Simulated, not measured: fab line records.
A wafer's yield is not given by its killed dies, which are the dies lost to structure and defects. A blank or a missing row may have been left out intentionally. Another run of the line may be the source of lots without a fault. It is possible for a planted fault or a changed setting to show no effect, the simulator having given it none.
What tool caused it?	flow nandHarc	Sampling: 11 lots, 33 wafers, 2 of 1302 route steps

WHAT THE GAUGES READ, wafer by wafer
NHARC_P_M2_INSPECT_11.
lot	measured	on	rawDefectCount
L700	day 6 23:26	defectInspect-02	1 9 1
L704	day 8 12:44	defectInspect-02	5 10 3
L706	day 9 10:20	defectInspect-02	8 4 9
L708	day 10 10:56	defectInspect-02	3 3 3
L711	day 11 08:09	defectInspect-01	3 5 5
L713	day 12 12:52	defectInspect-02	6 4 4
L716	day 13 13:23	defectInspect-02	0 2 5
L719	day 14 10:17	defectInspect-02	2 3 0
L720	day 15 05:03	defectInspect-01	9 4 12
L721	day 15 12:35	defectInspect-01	6 5 3
L722	day 15 21:46	defectInspect-02	11 4 9

WHAT TOOL EACH LOT RAN ON (gives the tool, then ch and the chambers of the sampled wafers, and finally the start)
lot	NHARC_P_M1_DEP_33
L700	pecvd-03 ch 0,1,2, day 6 22:04
L704	pecvd-01 ch 1,2, day 8 11:32
L706	pecvd-01 ch 0,1, day 9 09:01
L708	pecvd-03 ch 0,1, day 10 09:32
L711	pecvd-01 ch 0,1,2, day 11 06:54
L713	pecvd-03 ch 0,1,2, day 12 11:37
L716	pecvd-03 ch 1,2, day 13 12:13
L719	pecvd-02 ch 0,1,2, day 14 08:55
L720	pecvd-01 ch 1,2, day 15 03:37
L721	pecvd-01 ch 0,1,2, day 15 11:18
L722	pecvd-03 ch 0,1, day 15 20:23
- NHARC_P_M1_DEP_33: deposits SiCN, target thk 30 nm.

THE ANSWER, worked out from the rows above alone
Rule: what is usual is taken from the lots themselves. The widest of any qualifying gaps counts: lots, ordered by their means at a reading, are off when they make up no more than a third of the lots, leave a main group of 4 or more, and stand apart from it by 3 or more times the standard deviation of that group's means. A main group whose means are all the same, to the digits that the tables above print for the reading, isn't used. Also off: a lot with no number at a reading for which 4 or more lots have one. The other lots that the step has rows for count as sound.
No lot is off on any of the readings shown, so nothing can be concluded from this.

WHAT WAS PUT IN BY THE SIMULATOR
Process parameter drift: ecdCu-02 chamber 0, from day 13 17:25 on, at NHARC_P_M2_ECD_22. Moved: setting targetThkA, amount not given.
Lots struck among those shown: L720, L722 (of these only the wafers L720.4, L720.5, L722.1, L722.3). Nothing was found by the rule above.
